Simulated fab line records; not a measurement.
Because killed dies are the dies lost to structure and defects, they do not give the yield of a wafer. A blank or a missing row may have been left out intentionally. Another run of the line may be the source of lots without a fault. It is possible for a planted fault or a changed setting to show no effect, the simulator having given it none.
Matching of chambers :: flow n5-finfet :: N5_BEOL_M5_CURE_80 on uv-cure-01: 3 sister chambers
The step cures SiCOH lowk, time 120 s. 3 wafers are shown with their chamber, then 12 later ones without.

## WAFERS WITH THEIR CHAMBER
wafer: L082.6
chamber: 2
wafer_temp_C_max: 371.6

wafer: L081.4
chamber: 0
wafer_temp_C_max: 370.9

wafer: L083.6
chamber: 1
wafer_temp_C_max: 372.0

## WAFERS WHOSE CHAMBER IS MISSING
wafer: L085.1
wafer_temp_C_max: 371.4

wafer: L085.4
wafer_temp_C_max: 371.8

wafer: L085.5
wafer_temp_C_max: 372.5

wafer: L087.3
wafer_temp_C_max: 371.1

wafer: L087.4
wafer_temp_C_max: 371.3

wafer: L087.6
wafer_temp_C_max: 371.2

wafer: L089.1
wafer_temp_C_max: 372.1

wafer: L089.2
wafer_temp_C_max: 371.4

wafer: L089.4
wafer_temp_C_max: 371.6

wafer: L095.2
wafer_temp_C_max: 370.7

wafer: L095.4
wafer_temp_C_max: 371.0

wafer: L095.6
wafer_temp_C_max: 371.0

## THE CHAMBER EACH PASSED THROUGH
wafer: L085.1
from the rows above: can't be placed: 2 or 0 or 1
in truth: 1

wafer: L085.4
from the rows above: can't be placed: 1 or 2
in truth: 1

wafer: L085.5
from the rows above: can't be placed: 1 or 2
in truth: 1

wafer: L087.3
from the rows above: can't be placed: 0 or 2
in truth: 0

wafer: L087.4
from the rows above: can't be placed: 2 or 0 or 1
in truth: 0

wafer: L087.6
from the rows above: can't be placed: 0 or 2
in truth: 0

wafer: L089.1
from the rows above: can't be placed: 1 or 2
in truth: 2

wafer: L089.2
from the rows above: can't be placed: 2 or 0 or 1
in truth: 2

wafer: L089.4
from the rows above: can't be placed: 2 or 1
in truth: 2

wafer: L095.2
from the rows above: 0
in truth: 0

wafer: L095.4
from the rows above: 0
in truth: 0

wafer: L095.6
from the rows above: 0
in truth: 0
Correctly placed: 3 of 12. These rows do not allow placing 9 (true chamber among the candidates in 9). Number placed wrongly: 0.
How it was worked out, from the rows above alone: a wafer's distance from a chamber is the root of the sum, over the readings, of the square of ((its reading less the chamber's mean) divided by the reading's scatter). The wafer belongs to the nearest chamber; if the next one is less than 2 further off, it can't be placed. Each chamber's mean is taken over the wafers shown for it. The scatter: with one shown wafer a chamber, the root of the mean of the squares of how far each hidden wafer lies from its nearest shown one.
